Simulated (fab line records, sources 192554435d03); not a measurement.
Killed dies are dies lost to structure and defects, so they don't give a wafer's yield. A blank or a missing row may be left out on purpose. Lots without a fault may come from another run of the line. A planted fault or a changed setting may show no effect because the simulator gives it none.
Split-lot experiment | flow n5_finfet | 7 lots, 21 wafers read, on a route of 1938 steps

THE SPLIT
At N5_BEOL_M8_EXPOSE_08 (exposes mask M8), the setting dose_mj was moved away from the recipe's 68.25 on 8 of the 21 wafers read, by -7.4% to +7.5%. The other wafers ran this setting at the recipe's value.

FROM THE SPLIT TO THE READING: what the file shows between them, 2 steps
- N5_BEOL_M8_PEB_09: peb time 60 s
- N5_BEOL_M8_DEVELOP_10: develop time 30 s

THE READING
cd_nm, in nm, at N5_BEOL_M8_CD_MEAS_11 (target cd 38.5 nm). Fault-free wafers of this fab line usually give 38.2 nm, standard deviation 0.49 nm.

wafer  | tool, chamber at the split | dose_mj as run | against the recipe | cd_nm, nm | against lot-mates on the recipe
L076.2 | arfi_scanner-01, 0         | 68.25          | recipe             | 38.8      | -
L076.3 | arfi_scanner-01, 0         | 72.59          | +6.4%              | 42.2      | +3.8
L076.4 | arfi_scanner-01, 0         | 68.25          | recipe             | 38.0      | -
L081.2 | arfi_scanner-03, 0         | 68.25          | recipe             | 38.3      | -
L081.4 | arfi_scanner-03, 0         | 66.39          | -2.7%              | 37.0      | -1.3
L081.5 | arfi_scanner-03, 0         | 68.25          | recipe             | 38.4      | -
L080.1 | arfi_scanner-01, 0         | 70.25          | +2.9%              | 39.9      | no lot-mate on the recipe
L080.4 | arfi_scanner-01, 0         | 70.25          | +2.9%              | 39.2      | no lot-mate on the recipe
L080.6 | arfi_scanner-01, 0         | 70.25          | +2.9%              | 40.1      | no lot-mate on the recipe
L082.1 | arfi_scanner-02, 0         | 68.25          | recipe             | 39.1      | -
L082.2 | arfi_scanner-02, 0         | 68.25          | recipe             | 38.8      | -
L082.6 | arfi_scanner-02, 0         | 63.2           | -7.4%              | 34.6      | -4.4
L088.2 | arfi_scanner-02, 0         | 68.25          | recipe             | 38.0      | -
L088.5 | arfi_scanner-02, 0         | 68.25          | recipe             | 37.7      | -
L088.6 | arfi_scanner-02, 0         | 68.25          | recipe             | 38.0      | -
L095.2 | arfi_scanner-02, 0         | 68.25          | recipe             | 37.9      | -
L095.3 | arfi_scanner-02, 0         | 68.25          | recipe             | 38.3      | -
L095.4 | arfi_scanner-02, 0         | 68.25          | recipe             | 38.5      | -
L097.2 | arfi_scanner-01, 0         | 68.25          | recipe             | 38.5      | -
L097.4 | arfi_scanner-01, 0         | 73.35          | +7.5%              | 41.8      | +3.3
L097.5 | arfi_scanner-01, 0         | 73.35          | +7.5%              | 41.1      | +2.6

THE FIT
A straight line over all 21 wafers: cd_nm changes by +0.479 nm for each +1% of dose_mj; r = +0.96; the points scatter about the line by 0.45 nm.
The same after taking each lot's own level away (the mean of its wafers on the recipe; 18 wafers): +0.49 nm for each +1%; r = +0.97; scatter 0.41 nm.
On that fit, the largest move of dose_mj shifts the reading by 3.7 nm.
The lots' own levels span 37.90 to 38.95 nm, that is 2.1 times the standard deviation above.
So the lot-to-lot level changes the slope little: the two slopes agree.
Check: with one of the wafers moved furthest among these (+7.5%) left out of the fit, the line predicts +3.69 nm for it against its lot-mates. It came out at +3.3 nm against them.

OTHER SPLITS ON THESE WAFERS
These wafers also went through other splits before the reading. Each is held against what the fit with the lots' levels taken away leaves over:
other split on the same wafers | wafers away from the commonest value | r with cd_nm (lot level and that fit taken away)
N5_BEOL_M6_COAT_60 spin_rpm    | 3                                    | +0.30
N5_BEOL_M6_ETCH_41 time_s      | 7                                    | +0.42
N5_BEOL_M7_COAT_05 spin_rpm    | 11                                   | -0.05
N5_BEOL_M7_EXPOSE_08 dose_mj   | 10                                   | +0.06

THE FILE'S OWN FIT
cd_nm changes by +0.519 nm for each +1% of dose_mj, r = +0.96.
